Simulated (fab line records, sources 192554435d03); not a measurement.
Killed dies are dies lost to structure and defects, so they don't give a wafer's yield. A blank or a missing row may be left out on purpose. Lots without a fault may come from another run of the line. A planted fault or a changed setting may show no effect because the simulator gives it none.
Split-lot experiment | flow n5_finfet | 7 lots, 21 wafers read, on a route of 1938 steps

THE SPLIT
At N5_BEOL_M8_DESCUM_33 (chemistry O2, time 7 s), the setting time_s was moved away from the recipe's 7 s on 10 of the 21 wafers read, by -20.7% to +21.0%. The other wafers ran this setting at the recipe's value.

FROM THE SPLIT TO THE READING: what the file shows between them, 1 step
- N5_BEOL_M8_ETCH_72: etches underlayer in N2/H2, target depth 6.5 nm, time 5.2 s (also split here: h2_flow_sccm)

THE READING
CAR-EUV_of_BEOL_M8_COAT_22.thk_nm (the simulator's own value, which no gauge read), in nm, at N5_BEOL_M8_ETCH_65 (etches SiARC in CF4, target depth 15.6 nm, time 26 s). The file gives no usual value for it. The 11 wafers here that ran the recipe average 11.2 nm, standard deviation 0.14 nm.

wafer  | tool, chamber at the split | time_s as run, s | against the recipe | CAR-EUV_of_BEOL_M8_COAT_22.thk_nm, nm | against lot-mates on the recipe
L079.1 | rie_diel-04, 3,2           | 8.471            | +21.0%             | 10.4                                  | -0.6
L079.2 | rie_diel-04, 3,2           | 8.471            | +21.0%             | 10.4                                  | -0.6
L079.6 | rie_diel-04, 0             | 7                | recipe             | 11                                    | -
L084.1 | rie_diel-04, 3,2           | 7                | recipe             | 11.2                                  | -
L084.5 | rie_diel-04, 3,2           | 7                | recipe             | 11.2                                  | -
L084.2 | rie_diel-04, 1             | 7                | recipe             | 11                                    | -
L086.1 | rie_diel-04, 3             | 8.436            | +20.5%             | 10.8                                  | -0.5
L086.3 | rie_diel-04, 2,0           | 7                | recipe             | 11.2                                  | -
L086.6 | rie_diel-04, 2,0           | 7                | recipe             | 11.4                                  | -
L085.3 | rie_diel-05, 2,0,0         | 8.16             | +16.6%             | 10.8                                  | no lot-mate on the recipe
L085.4 | rie_diel-05, 2,0,0         | 8.16             | +16.6%             | 10.6                                  | no lot-mate on the recipe
L085.6 | rie_diel-05, 2,0,0         | 8.16             | +16.6%             | 10.6                                  | no lot-mate on the recipe
L089.1 | rie_diel-01, 2,0           | 7                | recipe             | 11                                    | -
L089.2 | rie_diel-01, 2,0           | 7                | recipe             | 11.2                                  | -
L089.4 | rie_diel-01, 3             | 7                | recipe             | 11.4                                  | -
L090.1 | rie_diel-05, 1             | 8.207            | +17.2%             | 10.6                                  | -0.6
L090.4 | rie_diel-05, 0             | 8.207            | +17.2%             | 10.4                                  | -0.8
L090.5 | rie_diel-05, 2             | 7                | recipe             | 11.2                                  | -
L094.1 | rie_diel-01, 3             | 5.553            | -20.7%             | 12                                    | +1.0
L094.3 | rie_diel-01, 0             | 5.553            | -20.7%             | 11.8                                  | +0.8
L094.6 | rie_diel-01, 0             | 7                | recipe             | 11                                    | -
Where a row lists several chambers, the file gives one row for several wafers and doesn't say which wafer went through which chamber.

THE FIT
A straight line over all 21 wafers: CAR-EUV_of_BEOL_M8_COAT_22.thk_nm changes by -0.0332 nm for each +1% of time_s; r = -0.94; the points scatter about the line by 0.15 nm.
The same after taking each lot's own level away (the mean of its wafers on the recipe; 18 wafers): -0.036 nm for each +1%; r = -0.96; scatter 0.14 nm.
On that fit, the largest move of time_s shifts the reading by 0.76 nm.
The lots' own levels span 11.00 to 11.30 nm, that is 2.1 times the standard deviation above.
So the lot-to-lot level changes the slope little: the two slopes agree.
Check: with one of the wafers moved furthest among these (+21.0%) left out of the fit, the line predicts -0.742 nm for it against its lot-mates. It came out at -0.6 nm against them.

OTHER SPLITS ON THESE WAFERS
These wafers also went through other splits before the reading. Each is held against what the fit with the lots' levels taken away leaves over:
other split on the same wafers     | wafers away from the commonest value | r with CAR-EUV_of_BEOL_M8_COAT_22.thk_nm (lot level and that fit taken away)
N5_BEOL_M6_EXPOSE_08 dose_mj       | 6                                    | +0.33
N5_BEOL_M6_EXPOSE_25 dose_mj       | 6                                    | -0.29
N5_BEOL_M6_ETCH_66 bias_w          | 5                                    | +0.29
N5_BEOL_M7_TRENCH_ETCH_37 source_w | 5                                    | +0.07
N5_BEOL_M8_ETCH_72 h2_flow_sccm    | 7                                    | +0.06

THE WHOLE CHAIN: every reading that the file lists as answering this split, in the file's order
step                 | what it does                                         | reading                                                                            | change (the file's fit)                | r (the file's)
N5_BEOL_M8_DESCUM_33 | chemistry O2, time 7 s                               | CAR-EUV_of_BEOL_M8_COAT_22.thk_nm (the simulator's own value, which no gauge read) | -0.0355 nm for each +1% of the setting | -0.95
N5_BEOL_M8_ETCH_65   | etches SiARC in CF4, target depth 15.6 nm, time 26 s | CAR-EUV_of_BEOL_M8_COAT_22.thk_nm (the simulator's own value, which no gauge read) | -0.0337 nm for each +1% of the setting | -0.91

THE FILE'S OWN FIT
CAR-EUV_of_BEOL_M8_COAT_22.thk_nm changes by -0.0337 nm for each +1% of time_s, r = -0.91.
